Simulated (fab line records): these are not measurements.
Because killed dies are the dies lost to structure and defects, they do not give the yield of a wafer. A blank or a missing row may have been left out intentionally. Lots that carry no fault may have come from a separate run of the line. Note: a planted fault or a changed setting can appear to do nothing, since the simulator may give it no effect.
Split-lot trial | flow n5 finfet | 39 wafers read from 7 lots, route of 1938 steps

ABOUT THE SPLIT
At N5_MIM_TOP_ETCH_ETCH_00 (etches TiN in Cl2/BCl3, target depth 38.5 nm), the setting target depth a was moved away from the recipe's 385 angstrom on 18 of the 39 wafers read, by -59.5% to +46.5%. The other wafers ran this setting at the recipe's value.

The split's own step is where the reading is taken.

THE READING
etch.depth nm (the simulator's own value, which no gauge read), in nm, at N5_MIM_TOP_ETCH_ETCH_00 (etches TiN in Cl2/BCl3, target depth 38.5 nm). The file gives no usual value for it. Average 38.84 nm, standard deviation 0.25 nm, over the 21 wafers here run with the recipe.

wafer  | tool, chamber at the split | target depth a as run, angstrom | against the recipe | etch.depth nm, nm | against lot-mates on the recipe
L077.1 | rie metal-01, 1            | 385                             | recipe             | 38.55             | -
L077.3 | rie metal-01, 1            | 385                             | recipe             | 38.41             | -
L077.5 | rie metal-01, 0            | 385                             | recipe             | 38.39             | -
L080.1 | rie metal-01, 0            | 267.3                           | -30.6%             | 27.28             | -11.74
L080.2 | rie metal-01, 1,0          | 267.3                           | -30.6%             | 27.02             | -12.00
L080.5 | rie metal-01, 1,0          | 267.3                           | -30.6%             | 27.02             | -12.00
L080.3 | rie metal-01, 1            | 385                             | recipe             | 39.1              | -
L080.4 | rie metal-01, 0            | 385                             | recipe             | 39.11             | -
L080.6 | rie metal-01, 1            | 385                             | recipe             | 38.86             | -
L083.1 | rie metal-02, 0            | 155.8                           | -59.5%             | 15.76             | -23.03
L083.2 | rie metal-02, 1            | 385                             | recipe             | 38.7              | -
L083.3 | rie metal-02, 1            | 385                             | recipe             | 38.7              | -
L083.4 | rie metal-02, 0            | 385                             | recipe             | 38.97             | -
L083.5 | rie metal-02, 0            | 155.8                           | -59.5%             | 15.73             | -23.06
L083.6 | rie metal-02, 1            | 155.8                           | -59.5%             | 15.66             | -23.13
L087.1 | rie metal-02, 0            | 385                             | recipe             | 38.95             | -
L087.2 | rie metal-02, 1            | 251.7                           | -34.6%             | 25.26             | -13.61
L087.3 | rie metal-02, 0            | 385                             | recipe             | 38.91             | -
L087.4 | rie metal-02, 1            | 251.7                           | -34.6%             | 25.34             | -13.53
L087.5 | rie metal-02, 1            | 251.7                           | -34.6%             | 25.55             | -13.32
L087.6 | rie metal-02, 0            | 385                             | recipe             | 38.75             | -
L090.1 | rie metal-01, 1            | 564.2                           | +46.5%             | 56.8              | +17.89
L090.2 | rie metal-01, 0            | 385                             | recipe             | 38.96             | -
L090.3 | rie metal-01, 0            | 564.2                           | +46.5%             | 57                | +18.09
L090.4 | rie metal-01, 1            | 385                             | recipe             | 38.61             | -
L090.5 | rie metal-01, 1            | 564.2                           | +46.5%             | 56.73             | +17.82
L090.6 | rie metal-01, 0            | 385                             | recipe             | 39.15             | -
L092.1 | rie metal-02, 0            | 205.5                           | -46.6%             | 20.67             | -18.04
L092.2 | rie metal-02, 1            | 385                             | recipe             | 38.5              | -
L092.3 | rie metal-02, 0            | 205.5                           | -46.6%             | 20.45             | -18.26
L092.4 | rie metal-02, 1            | 385                             | recipe             | 38.7              | -
L092.5 | rie metal-02, 0            | 385                             | recipe             | 38.93             | -
L092.6 | rie metal-02, 1            | 205.5                           | -46.6%             | 20.53             | -18.18
L096.1 | rie metal-02, 1            | 385                             | recipe             | 39.03             | -
L096.2 | rie metal-02, 0            | 538.7                           | +39.9%             | 54.39             | +15.24
L096.3 | rie metal-02, 1            | 385                             | recipe             | 39.29             | -
L096.4 | rie metal-02, 0            | 385                             | recipe             | 39.13             | -
L096.5 | rie metal-02, 1            | 538.7                           | +39.9%             | 54.38             | +15.23
L096.6 | rie metal-02, 0            | 538.7                           | +39.9%             | 54.59             | +15.44
The file does not say which wafer passed through which chamber wherever a row lists several chambers: such a row stands for several wafers.

FIT RESULTS
A straight line over all 39 wafers: etch.depth nm changes by +0.389 nm for each +1% of target depth a; r = +1.00; the points scatter about the line by 0.22 nm.
The same after taking each lot's own level away (the mean of its wafers on the recipe; 39 wafers): +0.387 nm for each +1%; r = +1.00; scatter 0.14 nm.
That fit puts the effect of the largest move of target depth a on the reading at 23 nm.
From 38.450 to 39.150 nm: that is the span of the lots' own levels, equal to 2.8 times the standard deviation above.
The two slopes are in agreement: the lot-to-lot level therefore moves the slope only a little.
Check: for one of the wafers moved furthest among these (-59.5%), held out of the fit, the line's prediction against its lot-mates is -23.1 nm. Against them it came out at -23 nm.

THESE WAFERS: OTHER SPLITS
Before the reading, these wafers also passed through other splits. Each is held against what the fit with the lots' levels taken away leaves over:
other split on the same wafers    | wafers away from the commonest value | r with etch.depth nm (lot level and that fit taken away)
N5_BEOL_M13_TRENCH_ETCH_34 time s | 15                                   | -0.03

THE WHOLE CHAIN: every reading that the file lists as answering this split, in the file's order
step                    | what it does                                 | reading                                                                        | change (the file's fit)               | r (the file's)
N5_MIM_TOP_ETCH_ETCH_00 | etches TiN in Cl2/BCl3, target depth 38.5 nm | MIM_TOP_ETCH.feature depth nm (the simulator's own value, which no gauge read) | +0.388 nm for each +1% of the setting | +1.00
N5_MIM_TOP_ETCH_ETCH_00 | etches TiN in Cl2/BCl3, target depth 38.5 nm | etch.depth nm (the simulator's own value, which no gauge read)                 | +0.387 nm for each +1% of the setting | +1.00

FILE'S OWN FIT
etch.depth nm changes by +0.387 nm for each +1% of target depth a, r = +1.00.
